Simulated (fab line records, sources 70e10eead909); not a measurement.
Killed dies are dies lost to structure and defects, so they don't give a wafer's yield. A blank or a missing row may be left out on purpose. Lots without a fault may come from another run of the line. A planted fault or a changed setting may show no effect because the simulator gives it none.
Which tool did it? | flow nand_harc | 12 lots, 36 wafers sampled, at 7 steps of a route of 1302

WHAT THE GAUGES READ, wafer by wafer
NHARC_P_M1_THK_MEAS_24: measures by xrf. Usual: thk_nm 157.7 nm, standard deviation 1.2.
lot  | measured     | on            | thk_nm (nm)                   | flag
L686 | day 7 01:34  | film_metro-01 | 156.0 158.1 157.7             |
L689 | day 8 09:44  | film_metro-02 | 155.3 157.1 157.9             |
L691 | day 9 09:40  | film_metro-02 | 158.8 156.6 156.4             |
L696 | day 11 11:34 | film_metro-02 | 159.2 158.3 155.9             |
L699 | day 12 18:48 | film_metro-02 | 30.3 29.9 29.1 30.1 31.0 29.1 | OFF
L700 | day 13 05:02 | film_metro-02 | 29.9 30.9 29.8 26.8 30.4 31.0 | OFF
L701 | day 13 10:39 | film_metro-01 | 30.2 31.6 30.5 29.6 29.6 30.9 | OFF
L702 | day 14 06:03 | film_metro-01 | 157.7 159.0 157.6             |
L703 | day 14 13:12 | film_metro-01 | 158.3 155.5 157.9             |
L704 | day 14 19:08 | film_metro-02 | 156.0 156.8 155.7             |
L706 | day 15 13:16 | film_metro-02 | 157.8 160.1 156.3             |
L707 | day 16 00:37 | film_metro-01 | 157.0 158.5 157.2             |

NHARC_END_SORT_01. Usual: defect_limited_yield 91.8 %, standard deviation 2.3; killed_at_array 51, standard deviation 16; killed_at_other 0.6, standard deviation 0.88; killed_at_periphery 4.0, standard deviation 2.6; killed_dies 55, standard deviation 16; killed_open 3.5, standard deviation 1.9; killed_short 2.3, standard deviation 1.6; sort_bin_2_pct 2.9 %, standard deviation 1.1; sort_bin_3_pct 0.6 %, standard deviation 0.41; sort_bin_4_pct 4.6 %, standard deviation 1.3; sort_n_pass 622, standard deviation 16; sort_rim_yield_pct 93 %, standard deviation 3.2; sort_yield_pct 91.8 %, standard deviation 2.3.
lot  | measured     | on        | defect_limited_yield (%) | killed_at_array | killed_at_other | killed_at_periphery | killed_dies | killed_open | killed_short | sort_bin_2_pct (%) | sort_bin_3_pct (%) | sort_bin_4_pct (%) | sort_n_pass | sort_rim_yield_pct (%) | sort_yield_pct (%) | flag
L689 | day 26 10:11 | prober-02 | 89.5 91.0 90.8           | 63 53 57        | 0 0 0           | 8 8 5               | 71 61 62    | 3 0 2       | 2 5 2        | 2.8 2.5 3.5        | 0.9 0.4 0.7        | 6.8 6.1 4.9        | 606 616 615 | 93 90 90               | 89.5 91.0 90.8     |
L691 | day 27 11:49 | prober-02 | 88.2 86.9 88.3           | 78 88 74        | 0 0 0           | 2 1 5               | 80 89 79    | 3 3 5       | 1 2 5        | 4.9 4.6 3.7        | 1.6 1.8 1.6        | 5.3 6.8 6.4        | 597 588 598 | 88 89 91               | 88.2 86.9 88.3     |
L703 | day 32 09:21 | prober-01 | 92.0 93.6 93.6           | 51 39 36        | 1 1 1           | 2 3 6               | 54 43 43    | 5 5 2       | 8 1 3        | 1.5 2.2 1.9        | 0.6 0.4 0          | 5.9 3.7 4.4        | 623 634 634 | 91 92 99               | 92.0 93.6 93.6     |

WHICH TOOL RAN EACH LOT (tool, then ch and the chambers of the sampled wafers, then the start)
lot  | NHARC_P_M0_PRE_CLEAN_31         | NHARC_P_M1_ETCH_35                 | NHARC_P_M1_ETCH_15                            | NHARC_P_M1_ECD_22              | NHARC_P_M1_CMP_23
L686 | pecvd-02 ch 0,1, day 6 21:36    | rie_diel-13 ch 1,2,3, day 6 23:10  | rie_diel-13 ch 0,2,3, day 7 00:35 or earlier  | ecd_cu-02 ch 0,1, day 7 00:35  | cmp-01 ch 0,2,3, day 7 01:15
L689 | pecvd-03 ch 0,1, day 8 05:49    | rie_diel-13 ch 0,2,3, day 8 07:24  | rie_diel-13 ch 0,1, day 8 08:41 or earlier    | ecd_cu-02 ch 0,1, day 8 08:41  | cmp-04 ch 0,1,2, day 8 09:28
L691 | pecvd-02 ch 0,1,2, day 9 05:54  | rie_diel-13 ch 1,2,3, day 9 07:20  | rie_diel-13 ch 0,1,2, day 9 08:41 or earlier  | ecd_cu-02 ch 0,1, day 9 08:41  | cmp-01 ch 0,1, day 9 09:23
L696 | pecvd-01 ch 0,1, day 11 07:33   | rie_diel-13 ch 1,3, day 11 09:08   | rie_diel-13 ch 1,3, day 11 10:33 or earlier   | ecd_cu-01 ch 0,1, day 11 10:33 | cmp-04 ch 0,3, day 11 11:15
L699 | pecvd-03 ch 0,1,2, day 12 14:54 | rie_diel-13 ch 0,3, day 12 16:24   | rie_diel-13 ch 0,2, day 12 17:44 or earlier   | ecd_cu-02 ch 0,1, day 12 17:44 | cmp-04 ch 1,2,3, day 12 18:29
L700 | pecvd-02 ch 0,1,2, day 13 01:06 | rie_diel-13 ch 0,2, day 13 02:40   | rie_diel-13 ch 0,1,2, day 13 04:01 or earlier | ecd_cu-02 ch 0,1, day 13 04:01 | cmp-04 ch 0,2, day 13 04:43
L701 | pecvd-03 ch 0,1,2, day 13 06:44 | rie_diel-04 ch 0,3, day 13 08:11   | rie_diel-04 ch 0,1,2, day 13 09:34 or earlier | ecd_cu-01 ch 0,1, day 13 09:34 | cmp-01 ch 0,1,3, day 13 10:22
L702 | pecvd-03 ch 0,1, day 14 01:57   | rie_diel-04 ch 1,3, day 14 03:37   | rie_diel-04 ch 0,1, day 14 05:01 or earlier   | ecd_cu-02 ch 0,1, day 14 05:01 | cmp-04 ch 0,2, day 14 05:46
L703 | pecvd-03 ch 0,2, day 14 09:15   | rie_diel-04 ch 0,2,3, day 14 10:52 | rie_diel-04 ch 1,2,3, day 14 12:10 or earlier | ecd_cu-02 ch 0,1, day 14 12:10 | cmp-03 ch 0,2,3, day 14 12:55
L704 | pecvd-03 ch 0,2, day 14 15:17   | rie_diel-13 ch 0,2,3, day 14 16:46 | rie_diel-13 ch 0,1, day 14 18:13 or earlier   | ecd_cu-01 ch 0,1, day 14 18:13 | cmp-01 ch 0,1, day 14 18:50
L706 | pecvd-01 ch 0,1, day 15 09:16   | rie_diel-04 ch 0,2,3, day 15 10:52 | rie_diel-04 ch 0,2,3, day 15 12:14 or earlier | ecd_cu-01 ch 1, day 15 12:14   | cmp-04 ch 0,1,3, day 15 12:56
L707 | pecvd-03 ch 0,1,2, day 15 20:43 | rie_diel-13 ch 0,2,3, day 15 22:11 | rie_diel-13 ch 0,2,3, day 15 23:40 or earlier | ecd_cu-02 ch 0,1, day 15 23:40 | cmp-04 ch 2,3, day 16 00:17
- NHARC_P_M0_PRE_CLEAN_31: time 12 s.
- NHARC_P_M1_ETCH_35: etches the open film in N2/H2, target depth 40 nm, overetch 12 nm, time 43.94 s.
- NHARC_P_M1_ETCH_15: etches the open film in C4F8/Ar, target depth 182.5 nm, time 91.2 s.
- NHARC_P_M1_ECD_22: material Cu, target thk 400 nm.
- NHARC_P_M1_CMP_23: polishes, t overpolish 20 s, target thk 157.82 nm.

WHAT THE TOOLS THEMSELVES READ (means of the sampled wafers that have a number; where no wafer has one, the mark that the record gives instead)
NHARC_P_M0_PRE_CLEAN_31. Usual: heater_power_w 644 W, standard deviation 69.
lot  | tool     | heater_power_w (W) | flag
L686 | pecvd-02 | 642                |
L689 | pecvd-03 | 664                |
L691 | pecvd-02 | 594                |
L696 | pecvd-01 | 671                |
L699 | pecvd-03 | 701                |
L700 | pecvd-02 | 627                |
L701 | pecvd-03 | 674                |
L702 | pecvd-03 | 682                |
L703 | pecvd-03 | 660                |
L704 | pecvd-03 | 720                |
L706 | pecvd-01 | 667                |
L707 | pecvd-03 | 674                |

NHARC_P_M1_ETCH_35. Usual: drypump_motor_current_A 5.74 A, standard deviation 0.26; oes_product_au 1.001 a.u., standard deviation 0.0072; rf_vpp_V 431.0 V, standard deviation 2.8; showerhead_plenum_p_Torr 2.05 Torr, standard deviation 0.097; throttle_valve_pct 14.172 %, standard deviation 0.0092.
lot  | tool        | drypump_motor_current_A (A) | oes_product_au (a.u.) | rf_vpp_V (V) | showerhead_plenum_p_Torr (Torr) | throttle_valve_pct (%) | flag
L686 | rie_diel-13 | 5.76                        | 1.001                 | 429.8        | 2.02                            | 14.174                 |
L689 | rie_diel-13 | 5.90                        | 1.005                 | 430.9        | 2.04                            | 14.172                 |
L691 | rie_diel-13 | 5.74                        | 0.996                 | 429.3        | 2.02                            | 14.169                 |
L696 | rie_diel-13 | 5.91                        | 1.006                 | 431.0        | 2.07                            | 14.174                 |
L699 | rie_diel-13 | 6.06                        | 0.997                 | 431.8        | 2.08                            | 14.179                 |
L700 | rie_diel-13 | 5.76                        | 1.004                 | 429.3        | 2.00                            | 14.172                 |
L701 | rie_diel-04 | 5.72                        | 1.002                 | 429.9        | 2.02                            | 14.169                 |
L702 | rie_diel-04 | 5.33                        | 1.002                 | 431.7        | 2.05                            | 14.172                 |
L703 | rie_diel-04 | 5.63                        | 0.991                 | 431.4        | 2.05                            | 14.175                 |
L704 | rie_diel-13 | 5.88                        | 1.001                 | 429.5        | 2.04                            | 14.182                 |
L706 | rie_diel-04 | 5.64                        | 0.999                 | 431.2        | 2.05                            | 14.176                 |
L707 | rie_diel-13 | 5.89                        | 1.009                 | 430.8        | 2.04                            | 14.178                 |

NHARC_P_M1_ETCH_15. Usual: oes_product_au 0.959 a.u., standard deviation 0.019; rf_vpp_V 441.5 V, standard deviation 2.9.
lot  | tool        | oes_product_au (a.u.) | rf_vpp_V (V) | flag
L686 | rie_diel-13 | 0.966                 | 441.1        |
L689 | rie_diel-13 | 0.962                 | 443.8        |
L691 | rie_diel-13 | 0.925                 | 441.8        |
L696 | rie_diel-13 | 0.935                 | 441.8        |
L699 | rie_diel-13 | 0.939                 | 442.1        |
L700 | rie_diel-13 | 0.975                 | 442.2        |
L701 | rie_diel-04 | 0.953                 | 440.0        |
L702 | rie_diel-04 | 0.974                 | 438.0        |
L703 | rie_diel-04 | 0.961                 | 440.9        |
L704 | rie_diel-13 | 0.960                 | 444.1        |
L706 | rie_diel-04 | 0.962                 | 441.0        |
L707 | rie_diel-13 | 0.957                 | 441.7        |

NHARC_P_M1_ECD_22. Usual: bath_heat_duty_pct 6.6 %, standard deviation 1; bath_temp_c 25.00 C, standard deviation 0.097.
lot  | tool      | bath_heat_duty_pct (%) | bath_temp_c (C) | flag
L686 | ecd_cu-02 | 7.0                    | 24.86           |
L689 | ecd_cu-02 | 7.5                    | 25.08           |
L691 | ecd_cu-02 | 6.9                    | 25.03           |
L696 | ecd_cu-01 | 5.8                    | 25.08           |
L699 | ecd_cu-02 | -                      | -               | OFF
L700 | ecd_cu-02 | -                      | -               | OFF
L701 | ecd_cu-01 | -                      | -               | OFF
L702 | ecd_cu-02 | 7.9                    | 25.00           |
L703 | ecd_cu-02 | 7.0                    | 25.03           |
L704 | ecd_cu-01 | 5.6                    | 25.13           |
L706 | ecd_cu-01 | 5.3                    | 24.95           |
L707 | ecd_cu-02 | 6.7                    | 25.03           |

NHARC_P_M1_CMP_23. Usual: motor_current_A 12.4 A, standard deviation 1.5; time_to_endpoint_s 27.9 s, standard deviation 1.9.
lot  | tool   | motor_current_A (A) | time_to_endpoint_s (s) | flag
L686 | cmp-01 | 12.8                | 27.5                   |
L689 | cmp-04 | 13.6                | 25.1                   |
L691 | cmp-01 | 13.6                | 29.2                   |
L696 | cmp-04 | 11.9                | 29.4                   |
L699 | cmp-04 | 11.8                | 3.4                    | OFF
L700 | cmp-04 | 13.1                | 3.1                    | OFF
L701 | cmp-01 | 13.3                | 2.6                    | OFF
L702 | cmp-04 | 13.1                | 28.1                   |
L703 | cmp-03 | 11.6                | 29.8                   |
L704 | cmp-01 | 13.3                | 27.3                   |
L706 | cmp-04 | 12.4                | 29.2                   |
L707 | cmp-04 | 10.8                | 27.7                   |

THE ANSWER, worked out from the rows above alone
Rule: a lot is off if the mean of its wafers that have a number lies more than 3 standard deviations from the usual mean. A lot without any number at a reading at which 4 lots or more have one is off too. The other lots that the step has rows for count as sound. The gauges are gone through in route order, then the tools' own readings, and for those a lot's mean is taken as printed above. The first step at which some lot is off is used, and at that step the reading that is off furthest; a lot without a number counts as furthest.
Off: L699, L700, L701, at NHARC_P_M1_THK_MEAS_24 (thk_nm).
A tool fits if, at a process step before that reading, it ran every lot that is off, and no sound lot after the first of them. The gauges at NHARC_P_M1_THK_MEAS_24 aren't tried: what is off there is off at NHARC_P_M1_ECD_22 too, on other tools, and a gauge's error can't cause that. NHARC_P_M1_ETCH_15 gives no start for some lots, so the hours and the order of its lots are those of NHARC_P_M1_ECD_22. None of those tried fits.

WHAT THE SIMULATOR HAD PUT IN
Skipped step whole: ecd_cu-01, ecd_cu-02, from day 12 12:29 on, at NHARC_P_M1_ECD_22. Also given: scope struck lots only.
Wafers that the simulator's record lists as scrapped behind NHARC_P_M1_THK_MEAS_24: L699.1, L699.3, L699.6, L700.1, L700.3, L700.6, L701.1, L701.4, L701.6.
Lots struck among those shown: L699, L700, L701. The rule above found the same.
